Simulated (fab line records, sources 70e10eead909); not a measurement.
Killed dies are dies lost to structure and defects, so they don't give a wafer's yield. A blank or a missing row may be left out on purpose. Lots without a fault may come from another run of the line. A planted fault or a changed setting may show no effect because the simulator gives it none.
Which tool did it? | flow nand_harc | 24 lots, 72 wafers sampled, at 6 steps of a route of 1302

WHAT THE GAUGES READ, wafer by wafer
NHARC_A_CONTACT_OVL_MEAS_09. Usual: overlay_x_nm -0.1 nm, standard deviation 0.76; overlay_y_nm 0.3 nm, standard deviation 0.86.
lot  | measured     | on         | overlay_x_nm (nm) | overlay_y_nm (nm) | flag
L074 | day 22 16:00 | overlay-01 | 0.2 -0.4 0.0      | -1.7 -1.4 -1.3    |
L075 | day 22 17:10 | overlay-02 | -0.6 -0.4 0.0     | -0.3 -0.3 -0.3    |
L077 | day 23 09:32 | overlay-02 | -0.4 -0.5 -0.9    | 1.4 1.5 1.4       |
L076 | day 23 10:45 | overlay-02 | 0.8 0.4 -0.2      | -0.6 -0.5 -0.8    |
L078 | day 24 03:48 | overlay-01 | 0.0 0.2 -0.3      | -1.4 -0.7 -0.8    |
L080 | day 24 17:35 | overlay-01 | -0.4 -0.1 0.0     | -0.2 0.6 0.3      |
L081 | day 24 23:28 | overlay-02 | 0.3 -0.1 0.2      | 0.6 0.9 0.4       |
L079 | day 25 01:58 | overlay-01 | 0.2 1.1 0.4       | 0.8 0.6 0.7       |
L082 | day 25 13:04 | overlay-01 | 0.8 0.5 0.4       | -0.7 -0.7 -0.8    |
L083 | day 26 09:35 | overlay-01 | -1.1 -0.5 -0.8    | 1.4 0.9 0.9       |
L084 | day 26 23:56 | overlay-01 | -1.2 -1.2 -1.0    | -0.4 -0.1 -0.1    |
L086 | day 27 01:49 | overlay-01 | 0.1 -0.4 -0.8     | 0.6 0.8 0.7       |
L085 | day 27 04:49 | overlay-01 | -0.2 -0.8 -0.1    | 2.8 2.0 2.1       |
L088 | day 28 03:22 | overlay-01 | 1.0 0.4 1.0       | 0.2 -0.2 0.6      |
L087 | day 28 11:59 | overlay-02 | 0.2 -0.2 0.4      | 0.9 1.2 1.1       |
L089 | day 28 15:16 | overlay-01 | 0.0 0.1 0.2       | -0.9 -0.5 -0.9    |
L090 | day 28 19:02 | overlay-01 | -1.0 -1.0 -0.3    | -0.8 -0.9 -0.8    |
L091 | day 29 01:26 | overlay-01 | 0.7 0.9 0.3       | 0.9 0.4 1.0       |
L092 | day 30 09:57 | overlay-01 | -1.5 -1.4 -1.2    | 0.5 0.7 0.1       |
L093 | day 30 18:01 | overlay-01 | 0.8 0.9 0.9       | 0.6 0.4 0.7       |
L095 | day 30 23:12 | overlay-02 | 1.0 1.3 0.5       | 1.2 0.6 0.7       |
L094 | day 31 01:02 | overlay-01 | 0.4 -0.2 0.5      | 1.5 1.6 1.4       |
L096 | day 31 23:23 | overlay-01 | -2.2 -1.7 -1.9    | 0.8 -0.1 0.3      |
L097 | day 32 00:29 | overlay-02 | 0.1 0.1 0.1       | -0.1 0.7 0.2      |

WHICH TOOL RAN EACH LOT (tool, then ch and the chambers of the sampled wafers, then the start)
lot  | NHARC_A_CONTACT_DESCUM_74          | NHARC_A_CONTACT_ETCH_76                       | NHARC_A_CONTACT_ETCH_126             | NHARC_A_CONTACT_ETCH_130             | NHARC_A_CONTACT_ETCH_106
L074 | rie_diel-04 ch 0,2, day 22 04:32   | rie_diel-04 ch 0,3, day 22 06:46 or earlier   | har_cap_etch-02 ch 0,1, day 22 06:46 | har_cap_etch-02 ch 0,1, day 22 07:28 | rie_diel-03 ch 0,2,3, day 22 09:21
L075 | rie_diel-04 ch 0,3, day 22 09:31   | rie_diel-04 ch 1,2,3, day 22 11:27 or earlier | har_cap_etch-01 ch 0,1, day 22 11:27 | har_cap_etch-01 ch 0,1, day 22 12:10 | rie_diel-04 ch 0,1,3, day 22 13:58
L077 | rie_diel-04 ch 0,1,3, day 23 01:25 | rie_diel-04 ch 0,2, day 23 03:21 or earlier   | har_cap_etch-03 ch 0,1, day 23 03:21 | har_cap_etch-03 ch 0,1, day 23 04:04 | rie_diel-05 ch 0,1,2, day 23 06:15
L076 | rie_diel-05 ch 2,3, day 23 01:40   | rie_diel-05 ch 1,2,3, day 23 03:40 or earlier | har_cap_etch-01 ch 0,1, day 23 03:40 | har_cap_etch-01 ch 0,1, day 23 04:23 | rie_diel-05 ch 1,2,3, day 23 06:46
L078 | rie_diel-04 ch 2,3, day 23 16:37   | rie_diel-04 ch 1,2,3, day 23 18:32 or earlier | har_cap_etch-02 ch 0,1, day 23 18:32 | har_cap_etch-02 ch 0,1, day 23 19:14 | rie_diel-03 ch 0,1, day 23 21:04
L080 | rie_diel-03 ch 0,2, day 24 09:30   | rie_diel-03 ch 0,2, day 24 11:27 or earlier   | har_cap_etch-01 ch 0,1, day 24 11:27 | har_cap_etch-01 ch 0,1, day 24 12:10 | rie_diel-05 ch 0,2,3, day 24 13:59
L081 | rie_diel-05 ch 0,1,2, day 24 15:52 | rie_diel-05 ch 0,1,3, day 24 17:49 or earlier | har_cap_etch-02 ch 0,1, day 24 17:49 | har_cap_etch-02 ch 0,1, day 24 18:31 | rie_diel-03 ch 1,2, day 24 20:20
L079 | rie_diel-05 ch 0,1,2, day 24 18:14 | rie_diel-05 ch 0,2,3, day 24 20:10 or earlier | har_cap_etch-01 ch 0,1, day 24 20:10 | har_cap_etch-01 ch 0,1, day 24 20:52 | rie_diel-04 ch 1,2,3, day 24 22:40
L082 | rie_diel-03 ch 0,2,3, day 25 05:32 | rie_diel-03 ch 2,3, day 25 07:29 or earlier   | har_cap_etch-02 ch 0,1, day 25 07:29 | har_cap_etch-02 ch 0,1, day 25 08:11 | rie_diel-04 ch 0,1, day 25 09:59
L083 | rie_diel-04 ch 0,3, day 26 00:20   | rie_diel-04 ch 0,1, day 26 02:20 or earlier   | har_cap_etch-02 ch 0,1, day 26 02:20 | har_cap_etch-02 ch 0,1, day 26 03:03 | rie_diel-03 ch 2,3, day 26 05:01
L084 | rie_diel-04 ch 1,2,3, day 26 12:47 | rie_diel-04 ch 2,3, day 26 14:44 or earlier   | har_cap_etch-03 ch 0,1, day 26 14:44 | har_cap_etch-03 ch 0,1, day 26 15:27 | rie_diel-05 ch 0,1,3, day 26 17:16
L086 | rie_diel-04 ch 0,1,2, day 26 18:04 | rie_diel-04 ch 1,2,3, day 26 19:58 or earlier | har_cap_etch-02 ch 0,1, day 26 19:58 | har_cap_etch-02 ch 0,1, day 26 20:40 | rie_diel-03 ch 0,1,3, day 26 22:32
L085 | rie_diel-04 ch 0,3, day 26 21:10   | rie_diel-04 ch 0,1,3, day 26 23:05 or earlier | har_cap_etch-01 ch 0,1, day 26 23:05 | har_cap_etch-01 ch 0,1, day 26 23:47 | rie_diel-04 ch 0,1,3, day 27 01:37
L088 | rie_diel-04 ch 0,3, day 27 18:44   | rie_diel-04 ch 0,3, day 27 20:58 or earlier   | har_cap_etch-01 ch 0,1, day 27 20:58 | har_cap_etch-01 ch 0,1, day 27 21:41 | rie_diel-04 ch 1,2,3, day 27 23:29
L087 | rie_diel-03 ch 0,1, day 27 23:13   | rie_diel-03 ch 0,1,2, day 28 01:08 or earlier | har_cap_etch-01 ch 0,1, day 28 01:08 | har_cap_etch-01 ch 0,1, day 28 01:50 | rie_diel-04 ch 0,1, day 28 03:40
L089 | rie_diel-03 ch 0,1,3, day 28 06:35 | rie_diel-03 ch 2,3, day 28 08:32 or earlier   | har_cap_etch-01 ch 0,1, day 28 08:32 | har_cap_etch-01 ch 0,1, day 28 09:14 | rie_diel-05 ch 0,2,3, day 28 11:01
L090 | rie_diel-04 ch 0,1,3, day 28 09:55 | rie_diel-04 ch 1,3, day 28 11:50 or earlier   | har_cap_etch-03 ch 0,1, day 28 11:50 | har_cap_etch-03 ch 0,1, day 28 12:32 | rie_diel-04 ch 2,3, day 28 14:22
L091 | rie_diel-04 ch 2,3, day 28 17:29   | rie_diel-04 ch 1,2, day 28 19:41 or earlier   | har_cap_etch-03 ch 0,1, day 28 19:41 | har_cap_etch-03 ch 0,1, day 28 20:23 | rie_diel-04 ch 0,3, day 28 22:13
L092 | rie_diel-04 ch 1,2, day 30 02:14   | rie_diel-04 ch 0,1,3, day 30 04:09 or earlier | har_cap_etch-02 ch 0,1, day 30 04:09 | har_cap_etch-02 ch 0,1, day 30 04:52 | rie_diel-04 ch 0,2,3, day 30 06:48
L093 | rie_diel-04 ch 1,2, day 30 08:28   | rie_diel-04 ch 0,1, day 30 10:32 or earlier   | har_cap_etch-02 ch 0,1, day 30 10:32 | har_cap_etch-02 ch 0,1, day 30 11:15 | rie_diel-05 ch 0,2,3, day 30 13:32
L095 | rie_diel-03 ch 1,2,3, day 30 15:27 | rie_diel-03 ch 0,1,2, day 30 17:35 or earlier | har_cap_etch-01 ch 0,1, day 30 17:35 | har_cap_etch-01 ch 0,1, day 30 18:17 | rie_diel-03 ch 0,2,3, day 30 20:07
L094 | rie_diel-03 ch 2,3, day 30 15:53   | rie_diel-03 ch 0,2, day 30 18:17 or earlier   | har_cap_etch-02 ch 0,1, day 30 18:17 | har_cap_etch-02 ch 0,1, day 30 19:00 | rie_diel-03 ch 0,1,3, day 30 20:48
L096 | rie_diel-04 ch 1,3, day 31 11:07   | rie_diel-04 ch 0,2, day 31 13:02 or earlier   | har_cap_etch-02 ch 0,1, day 31 13:02 | har_cap_etch-02 ch 0,1, day 31 13:45 | rie_diel-05 ch 1,2,3, day 31 15:35
L097 | rie_diel-05 ch 0,1,3, day 31 11:47 | rie_diel-05 ch 0,2,3, day 31 13:47 or earlier | har_cap_etch-01 ch 0,1, day 31 13:47 | har_cap_etch-01 ch 0,1, day 31 14:29 | rie_diel-05 ch 0,2,3, day 31 16:19
- NHARC_A_CONTACT_DESCUM_74: chemistry O2, time 3 s.
- NHARC_A_CONTACT_ETCH_76: etches the open film in N2/H2, target depth 260 nm, time 475.3 s.
- NHARC_A_CONTACT_ETCH_126: etches the open film in C4F8/O2/Ar, time 197 s, target depth 1918 nm.
- NHARC_A_CONTACT_ETCH_130: etches the open film in C4F8/O2/Ar, time 197 s, target depth 1918 nm.
- NHARC_A_CONTACT_ETCH_106: etches the open film in CF4/O2, target depth 90 nm, overetch 9 nm, time 49.5 s.

WHAT THE TOOLS THEMSELVES READ (means of the sampled wafers that have a number; where no wafer has one, the mark that the record gives instead)
NHARC_A_CONTACT_DESCUM_74. Usual: drypump_motor_current_A 5.9 A, standard deviation 0.63; oes_product_au 0.998 a.u., standard deviation 0.0089; rf_vpp_V 57.9 V, standard deviation 0.92; showerhead_plenum_p_Torr 1.92 Torr, standard deviation 0.082; throttle_valve_pct 11.311 %, standard deviation 0.0092.
lot  | tool        | drypump_motor_current_A (A) | oes_product_au (a.u.) | rf_vpp_V (V) | showerhead_plenum_p_Torr (Torr) | throttle_valve_pct (%) | flag
L074 | rie_diel-04 | 5.4                         | 0.995                 | 57.7         | 1.86                            | 11.322                 |
L075 | rie_diel-04 | 5.3                         | 0.987                 | 57.6         | 1.85                            | 11.316                 |
L077 | rie_diel-04 | 6.0                         | 0.999                 | 57.9         | 1.93                            | 11.304                 |
L076 | rie_diel-05 | 5.5                         | 1.000                 | 58.0         | 1.92                            | 11.307                 |
L078 | rie_diel-04 | 6.5                         | 1.000                 | 57.3         | 1.88                            | 11.308                 |
L080 | rie_diel-03 | 6.0                         | 1.010                 | 58.2         | 1.95                            | 11.316                 |
L081 | rie_diel-05 | 5.7                         | 1.002                 | 57.1         | 1.85                            | 11.308                 |
L079 | rie_diel-05 | 5.7                         | 1.003                 | 57.8         | 1.85                            | 11.318                 |
L082 | rie_diel-03 | 5.8                         | 1.008                 | 59.1         | 1.97                            | 11.298                 |
L083 | rie_diel-04 | 5.9                         | 0.994                 | 56.9         | 1.86                            | 11.308                 |
L084 | rie_diel-04 | 6.5                         | 1.001                 | 58.0         | 1.94                            | 11.308                 |
L086 | rie_diel-04 | 5.9                         | 0.994                 | 58.3         | 1.93                            | 11.311                 |
L085 | rie_diel-04 | 5.3                         | 0.999                 | 58.6         | 1.84                            | 11.304                 |
L088 | rie_diel-04 | 5.4                         | 1.003                 | 58.4         | 1.84                            | 11.315                 |
L087 | rie_diel-03 | 6.0                         | 0.993                 | 58.9         | 1.93                            | 11.305                 |
L089 | rie_diel-03 | 6.0                         | 0.997                 | 57.4         | 1.98                            | 11.309                 |
L090 | rie_diel-04 | 5.9                         | 1.000                 | 57.6         | 1.92                            | 11.307                 |
L091 | rie_diel-04 | 6.5                         | 0.995                 | 57.6         | 1.87                            | 11.320                 |
L092 | rie_diel-04 | 6.5                         | 0.992                 | 57.8         | 2.00                            | 11.308                 |
L093 | rie_diel-04 | 6.4                         | 0.993                 | 57.8         | 2.00                            | 11.314                 |
L095 | rie_diel-03 | 5.5                         | 0.998                 | 57.5         | 1.95                            | 11.316                 |
L094 | rie_diel-03 | 5.2                         | 1.007                 | 58.3         | 1.94                            | 11.316                 |
L096 | rie_diel-04 | 6.5                         | 0.995                 | 57.5         | 1.99                            | 11.312                 |
L097 | rie_diel-05 | 5.9                         | 0.986                 | 56.5         | 1.85                            | 11.313                 |

NHARC_A_CONTACT_ETCH_76. Usual: drypump_motor_current_A 5.9 A, standard deviation 0.64; n2_flow_sccm 150.0 sccm, standard deviation 0.44; oes_product_au 0.998 a.u., standard deviation 0.0099; rf_vpp_V 430.7 V, standard deviation 2.7; showerhead_plenum_p_Torr 2.05 Torr, standard deviation 0.094; throttle_valve_pct 14.172 %, standard deviation 0.0096.
lot  | tool        | drypump_motor_current_A (A) | n2_flow_sccm (sccm) | oes_product_au (a.u.) | rf_vpp_V (V) | showerhead_plenum_p_Torr (Torr) | throttle_valve_pct (%) | flag
L074 | rie_diel-04 | 5.9                         | 150.1               | 0.995                 | 429.1        | 1.98                            | 14.169                 |
L075 | rie_diel-04 | 6.5                         | 150.1               | 0.998                 | 431.3        | 2.07                            | 14.167                 |
L077 | rie_diel-04 | 5.9                         | 149.5               | 0.989                 | 429.7        | 2.00                            | 14.168                 |
L076 | rie_diel-05 | 5.7                         | 149.8               | 0.987                 | 429.3        | 2.00                            | 14.176                 |
L078 | rie_diel-04 | 6.5                         | 150.2               | 0.993                 | 430.7        | 2.07                            | 14.169                 |
L080 | rie_diel-03 | 5.4                         | 150.3               | 1.015                 | 430.5        | 2.05                            | 14.177                 |
L081 | rie_diel-05 | 5.9                         | 149.6               | 1.005                 | 428.9        | 1.99                            | 14.174                 |
L079 | rie_diel-05 | 5.6                         | 149.6               | 1.004                 | 431.6        | 2.04                            | 14.183                 |
L082 | rie_diel-03 | 5.6                         | 149.9               | 1.004                 | 433.4        | 2.14                            | 14.166                 |
L083 | rie_diel-04 | 5.9                         | 150.3               | 0.996                 | 432.1        | 2.12                            | 14.160                 |
L084 | rie_diel-04 | 6.4                         | 150.1               | 0.998                 | 429.3        | 2.01                            | 14.176                 |
L086 | rie_diel-04 | 6.5                         | 150.4               | 0.997                 | 430.7        | 2.07                            | 14.185                 |
L085 | rie_diel-04 | 5.9                         | 150.3               | 0.992                 | 429.7        | 2.05                            | 14.178                 |
L088 | rie_diel-04 | 5.4                         | 149.6               | 0.997                 | 428.3        | 1.96                            | 14.174                 |
L087 | rie_diel-03 | 5.7                         | 149.7               | 1.002                 | 431.0        | 2.05                            | 14.169                 |
L089 | rie_diel-03 | 5.6                         | 150.1               | 0.990                 | 433.2        | 2.14                            | 14.184                 |
L090 | rie_diel-04 | 6.4                         | 149.9               | 0.996                 | 433.1        | 2.13                            | 14.179                 |
L091 | rie_diel-04 | 6.5                         | 149.9               | 0.996                 | 432.9        | 2.14                            | 14.176                 |
L092 | rie_diel-04 | 5.9                         | 149.5               | 0.992                 | 430.9        | 2.04                            | 14.173                 |
L093 | rie_diel-04 | 5.9                         | 149.9               | 0.989                 | 432.7        | 2.12                            | 14.169                 |
L095 | rie_diel-03 | 5.7                         | 150.1               | 1.003                 | 430.2        | 2.04                            | 14.176                 |
L094 | rie_diel-03 | 6.0                         | 150.3               | 0.991                 | 431.6        | 2.06                            | 14.171                 |
L096 | rie_diel-04 | 5.3                         | 150.2               | 1.011                 | 428.7        | 1.96                            | 14.168                 |
L097 | rie_diel-05 | 5.6                         | 150.0               | 0.996                 | 430.0        | 2.02                            | 14.177                 |

NHARC_A_CONTACT_ETCH_106. Usual: drypump_motor_current_A 5.8 A, standard deviation 0.57; oes_product_au 0.997 a.u., standard deviation 0.0098; rf_vpp_V 197.7 V, standard deviation 1.4; showerhead_plenum_p_Torr 1.34 Torr, standard deviation 0.055; throttle_valve_pct 13.396 %, standard deviation 0.009.
lot  | tool        | drypump_motor_current_A (A) | oes_product_au (a.u.) | rf_vpp_V (V) | showerhead_plenum_p_Torr (Torr) | throttle_valve_pct (%) | flag
L074 | rie_diel-03 | 5.8                         | 0.997                 | 198.1        | 1.38                            | 13.387                 |
L075 | rie_diel-04 | 5.9                         | 1.003                 | 197.5        | 1.34                            | 13.392                 |
L077 | rie_diel-05 | 5.7                         | 0.994                 | 197.2        | 1.29                            | 13.397                 |
L076 | rie_diel-05 | 5.7                         | 0.988                 | 196.5        | 1.31                            | 13.391                 |
L078 | rie_diel-03 | 6.0                         | 0.994                 | 197.9        | 1.36                            | 13.394                 |
L080 | rie_diel-05 | 5.6                         | 0.997                 | 196.5        | 1.33                            | 13.402                 |
L081 | rie_diel-03 | 5.2                         | 1.003                 | 198.0        | 1.34                            | 13.403                 |
L079 | rie_diel-04 | 6.4                         | 0.996                 | 198.0        | 1.35                            | 13.402                 |
L082 | rie_diel-04 | 5.9                         | 0.984                 | 199.8        | 1.39                            | 13.394                 |
L083 | rie_diel-03 | 5.6                         | 1.001                 | 199.3        | 1.40                            | 13.406                 |
L084 | rie_diel-05 | 5.8                         | 0.996                 | 196.8        | 1.30                            | 13.396                 |
L086 | rie_diel-03 | 6.0                         | 1.000                 | 198.9        | 1.38                            | 13.386                 |
L085 | rie_diel-04 | 5.9                         | 0.990                 | 197.8        | 1.34                            | 13.398                 |
L088 | rie_diel-04 | 6.4                         | 0.996                 | 197.7        | 1.35                            | 13.389                 |
L087 | rie_diel-04 | 5.4                         | 0.996                 | 196.9        | 1.33                            | 13.397                 |
L089 | rie_diel-05 | 5.6                         | 0.993                 | 198.2        | 1.33                            | 13.402                 |
L090 | rie_diel-04 | 6.4                         | 1.001                 | 196.8        | 1.31                            | 13.404                 |
L091 | rie_diel-04 | 5.9                         | 0.991                 | 196.9        | 1.29                            | 13.398                 |
L092 | rie_diel-04 | 5.9                         | 0.994                 | 197.4        | 1.30                            | 13.400                 |
L093 | rie_diel-05 | 5.6                         | 1.001                 | 196.9        | 1.32                            | 13.394                 |
L095 | rie_diel-03 | 5.8                         | 1.002                 | 198.3        | 1.37                            | 13.389                 |
L094 | rie_diel-03 | 6.0                         | 0.997                 | 199.2        | 1.37                            | 13.387                 |
L096 | rie_diel-05 | 5.8                         | 0.988                 | 197.3        | 1.30                            | 13.402                 |
L097 | rie_diel-05 | 5.6                         | 0.992                 | 197.3        | 1.32                            | 13.395                 |

THE ANSWER, worked out from the rows above alone
Rule: a lot is off if the mean of its wafers that have a number lies more than 3 standard deviations from the usual mean. A lot without any number at a reading at which 4 lots or more have one is off too. The other lots that the step has rows for count as sound. The gauges are gone through in route order, then the tools' own readings, and for those a lot's mean is taken as printed above. The first step at which some lot is off is used, and at that step the reading that is off furthest; a lot without a number counts as furthest.
No lot is off at any reading shown: from this, nothing can be told.

WHAT THE SIMULATOR HAD PUT IN
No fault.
